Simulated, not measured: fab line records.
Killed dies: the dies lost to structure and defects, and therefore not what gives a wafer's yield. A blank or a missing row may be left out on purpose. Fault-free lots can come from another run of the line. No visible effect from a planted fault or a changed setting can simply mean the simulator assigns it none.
Chamber matching || flow n5_finfet || ald_sin-03 running N5_BEOL_M3_ALD_98: 4 sister chambers
The step deposits SiO2, target thk 2.5 nm, pulse time 1 s, co reactant pulse time 1 s. 18 wafers are shown with their chamber, then 9 later ones without.

== WAFERS PAIRED WITH THEIR CHAMBERS ==
{"wafer": "L074.1", "chamber": 2, "heater_power_w (W)": 72, "precursor_pulse_height_rel": 1.002}
{"wafer": "L074.2", "chamber": 3, "heater_power_w (W)": 84, "precursor_pulse_height_rel": 0.970}
{"wafer": "L074.4", "chamber": 0, "heater_power_w (W)": 75, "precursor_pulse_height_rel": 1.004}
{"wafer": "L076.1", "chamber": 2, "heater_power_w (W)": 70, "precursor_pulse_height_rel": 0.967}
{"wafer": "L076.2", "chamber": 3, "heater_power_w (W)": 89, "precursor_pulse_height_rel": 0.995}
{"wafer": "L076.4", "chamber": 1, "heater_power_w (W)": 75, "precursor_pulse_height_rel": 0.992}
{"wafer": "L082.1", "chamber": 3, "heater_power_w (W)": 88, "precursor_pulse_height_rel": 1.000}
{"wafer": "L082.2", "chamber": 0, "heater_power_w (W)": 73, "precursor_pulse_height_rel": 0.993}
{"wafer": "L082.6", "chamber": 1, "heater_power_w (W)": 76, "precursor_pulse_height_rel": 0.992}
{"wafer": "L087.1", "chamber": 0, "heater_power_w (W)": 72, "precursor_pulse_height_rel": 0.977}
{"wafer": "L087.4", "chamber": 1, "heater_power_w (W)": 73, "precursor_pulse_height_rel": 0.993}
{"wafer": "L087.5", "chamber": 2, "heater_power_w (W)": 72, "precursor_pulse_height_rel": 1.031}
{"wafer": "L088.1", "chamber": 2, "heater_power_w (W)": 73, "precursor_pulse_height_rel": 1.001}
{"wafer": "L088.3", "chamber": 1, "heater_power_w (W)": 72, "precursor_pulse_height_rel": 1.001}
{"wafer": "L088.6", "chamber": 0, "heater_power_w (W)": 73, "precursor_pulse_height_rel": 1.020}
{"wafer": "L092.2", "chamber": 1, "heater_power_w (W)": 75, "precursor_pulse_height_rel": 0.991}
{"wafer": "L092.4", "chamber": 3, "heater_power_w (W)": 86, "precursor_pulse_height_rel": 0.993}
{"wafer": "L092.5", "chamber": 1, "heater_power_w (W)": 75, "precursor_pulse_height_rel": 0.996}

SIGNATURES (means of the wafers above)
{"reading": "heater_power_w", "chamber 0": 73.25, "chamber 1": 74.33, "chamber 2": 71.75, "chamber 3": 86.75, "scatter within a chamber": 1.59}
{"reading": "precursor_pulse_height_rel", "chamber 0": 0.99850, "chamber 1": 0.99417, "chamber 2": 1.00025, "chamber 3": 0.98950, "scatter within a chamber": 0.0161}
Rule: a wafer lies at a distance from a chamber equal to the root of the sum of squares, over the readings, of (its reading less the chamber's mean, divided by the reading's scatter). If the next closest chamber is less than 2 further off than the closest, the wafer can't be placed; otherwise it belongs to the closest. The scatter: take each reading less its chamber's mean, square it, sum over the shown wafers, divide by the number of wafers less the number of chambers, and take the root.

== WAFERS WHOSE CHAMBER IS MISSING ==
{"wafer": "L093.1", "heater_power_w (W)": 84, "precursor_pulse_height_rel": 1.026}
{"wafer": "L093.5", "heater_power_w (W)": 73, "precursor_pulse_height_rel": 1.024}
{"wafer": "L093.6", "heater_power_w (W)": 74, "precursor_pulse_height_rel": 1.016}
{"wafer": "L094.2", "heater_power_w (W)": 70, "precursor_pulse_height_rel": 0.994}
{"wafer": "L094.4", "heater_power_w (W)": 75, "precursor_pulse_height_rel": 1.002}
{"wafer": "L094.6", "heater_power_w (W)": 87, "precursor_pulse_height_rel": 1.018}
{"wafer": "L096.2", "heater_power_w (W)": 77, "precursor_pulse_height_rel": 0.993}
{"wafer": "L096.4", "heater_power_w (W)": 74, "precursor_pulse_height_rel": 0.976}
{"wafer": "L096.6", "heater_power_w (W)": 88, "precursor_pulse_height_rel": 0.972}

== WHICH CHAMBER EACH WENT THROUGH ==
{"wafer": "L093.1", "from the rows above": 3, "in truth": 3}
{"wafer": "L093.5", "from the rows above": "can't be placed: 0 or 2 or 1", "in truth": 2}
{"wafer": "L093.6", "from the rows above": "can't be placed: 0 or 1 or 2", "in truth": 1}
{"wafer": "L094.2", "from the rows above": "can't be placed: 2 or 0 or 1", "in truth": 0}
{"wafer": "L094.4", "from the rows above": "can't be placed: 1 or 0 or 2", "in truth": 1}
{"wafer": "L094.6", "from the rows above": 3, "in truth": 3}
{"wafer": "L096.2", "from the rows above": "can't be placed: 1 or 0 or 2", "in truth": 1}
{"wafer": "L096.4", "from the rows above": "can't be placed: 1 or 0 or 2", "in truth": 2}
{"wafer": "L096.6", "from the rows above": 3, "in truth": 3}
3 of 9 placed correctly. Can't be placed from these rows: 6 (the true chamber is among the candidates in 6). 0 placed wrongly.
